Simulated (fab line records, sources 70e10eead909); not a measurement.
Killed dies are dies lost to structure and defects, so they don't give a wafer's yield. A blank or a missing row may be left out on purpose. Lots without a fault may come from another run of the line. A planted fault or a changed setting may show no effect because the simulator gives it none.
Chamber matching | flow nand_harc | NHARC_A_CHANNEL_FILL_D1_ALD_25 on ald_hk-02: 4 sister chambers
The step deposits SiOx, target thk 60 nm, pulse time 10 s, ald cycles 600. 4 wafers are shown with their chamber, then 8 later ones without.

WAFERS WITH THEIR CHAMBER
wafer  | chamber | heater_power_w (W)
L084.6 | 1       | 495
L085.4 | 2       | 425
L085.5 | 0       | 537
L091.1 | 3       | 420

WAFERS WITHOUT THEIR CHAMBER
wafer  | heater_power_w (W)
L091.2 | 474
L091.3 | 418
L093.2 | 467
L093.3 | 523
L093.5 | 414
L097.1 | 477
L097.2 | 515
L097.4 | 430

WHICH CHAMBER EACH WENT THROUGH
wafer  | from the rows above          | in truth
L091.2 | can't be placed: 1 or 2 or 3 | 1
L091.3 | can't be placed: 3 or 2      | 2
L093.2 | can't be placed: 1 or 2 or 3 | 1
L093.3 | can't be placed: 0 or 1      | 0
L093.5 | can't be placed: 3 or 2      | 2
L097.1 | 1                            | 1
L097.2 | can't be placed: 1 or 0      | 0
L097.4 | can't be placed: 2 or 3      | 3
Placed correctly: 1 of 8. Can't be placed from these rows: 7 (the true chamber is among the candidates in 7). Placed wrongly: 0.
How it was worked out, from the rows above alone: a wafer's distance from a chamber is the root of the sum, over the readings, of the square of ((its reading less the chamber's mean) divided by the reading's scatter). The wafer belongs to the nearest chamber; if the next one is less than 2 further off, it can't be placed. A chamber's mean is the mean of its shown wafers. The scatter: with one shown wafer a chamber, the root of the mean of the squares of how far each hidden wafer lies from its nearest shown one.
